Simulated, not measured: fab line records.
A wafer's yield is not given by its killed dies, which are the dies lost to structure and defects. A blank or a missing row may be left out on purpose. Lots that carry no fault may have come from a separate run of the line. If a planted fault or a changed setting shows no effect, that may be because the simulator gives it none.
Lot-split experiment | flow n5 finfet | on a route of 1938 steps: 7 lots, 21 wafers read

THE SPLIT
At N5_BEOL_M1_ETCH_64 (etches SOC in N2/H2, target depth 75 nm, overetch 15 nm, time 112.5 s), the setting time s was moved away from the recipe's 112.5 s on 10 of the 21 wafers read, by -11.1% to +10.7%. This setting was run at the recipe's value on the other wafers.

The reading comes from the split's own step.

THE READING
SiARC_of_BEOL_M1_COAT_62.thk nm (the simulator's own value, which no gauge read), in nm, at N5_BEOL_M1_ETCH_64 (etches SOC in N2/H2, target depth 75 nm, overetch 15 nm, time 112.5 s). There is no usual value for it anywhere in the file. Here, 11 wafers ran the recipe; their average is 6.8 nm with a standard deviation of 0.17 nm.

wafer  | tool, chamber at the split | time s as run, s | against the recipe | SiARC_of_BEOL_M1_COAT_62.thk nm, nm | against lot-mates on the recipe
L074.2 | rie diel-03, 0             | 112.5            | recipe             | 7                                   | -
L074.3 | rie diel-03, 3             | 124.5            | +10.7%             | 6.6                                 | -0.4
L074.4 | rie diel-03, 2             | 124.5            | +10.7%             | 6.4                                 | -0.6
L075.2 | rie diel-03, 0             | 112.5            | recipe             | 6.8                                 | -
L075.3 | rie diel-03, 1             | 100.8            | -10.4%             | 7.2                                 | +0.4
L075.6 | rie diel-03, 3             | 100.8            | -10.4%             | 7.6                                 | +0.8
L077.1 | rie diel-05, 2             | 123.5            | +9.8%              | 6                                   | -0.6
L077.5 | rie diel-05, 2             | 112.5            | recipe             | 6.6                                 | -
L077.6 | rie diel-05, 3             | 123.5            | +9.8%              | 6.2                                 | -0.4
L078.1 | rie diel-05, 2             | 112.5            | recipe             | 6.6                                 | -
L078.6 | rie diel-05, 2             | 112.5            | recipe             | 6.6                                 | -
L078.3 | rie diel-05, 0             | 112.5            | recipe             | 6.8                                 | -
L088.2 | rie diel-01, 0             | 100              | -11.1%             | 7.6                                 | +0.6
L088.4 | rie diel-01, 0             | 100              | -11.1%             | 7.4                                 | +0.4
L088.5 | rie diel-01, 2             | 112.5            | recipe             | 7                                   | -
L095.1 | rie diel-05, 2             | 112.5            | recipe             | 6.6                                 | -
L095.5 | rie diel-05, 2             | 112.5            | recipe             | 6.6                                 | -
L095.3 | rie diel-05, 1             | 112.5            | recipe             | 7                                   | -
L096.1 | rie diel-03, 1             | 112.5            | recipe             | 6.8                                 | -
L096.3 | rie diel-03, 2             | 103.5            | -8.0%              | 7.2                                 | +0.4
L096.5 | rie diel-03, 2             | 103.5            | -8.0%              | 7.2                                 | +0.4

THE FIT
A straight line over all 21 wafers: SiARC_of_BEOL_M1_COAT_62.thk nm changes by -0.054 nm for each +1% of time s; r = -0.90; the points scatter about the line by 0.19 nm.
The same after taking each lot's own level away (the mean of its wafers on the recipe; 21 wafers): -0.0499 nm for each +1%; r = -0.95; scatter 0.12 nm.
On that fit, the largest move of time s shifts the reading by 0.55 nm.
The span of the lots' own levels, 6.60 to 7.00 nm, comes to 2.4 times the standard deviation stated above.
Hence the lot-to-lot level has little effect on the slope; both slopes agree.
Check: for one of the wafers moved furthest among these (-11.1%), held out of the fit, the line's prediction against its lot-mates is +0.551 nm. It came out at +0.6 nm against them.

OTHER SPLITS APPLIED TO THESE WAFERS
Before the reading, these wafers also passed through other splits. Each is held against what the fit with the lots' levels taken away leaves over:
other split on the same wafers   | wafers away from the commonest value | r with SiARC_of_BEOL_M1_COAT_62.thk nm (lot level and that fit taken away)
N5_BEOL_M0_SAQP_DESCUM_45 time s | 7                                    | +0.20
N5_BEOL_M1_COAT_05 spin rpm      | 9                                    | +0.11

FILE'S OWN FIT
SiARC_of_BEOL_M1_COAT_62.thk nm changes by -0.0499 nm for each +1% of time s, r = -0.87.
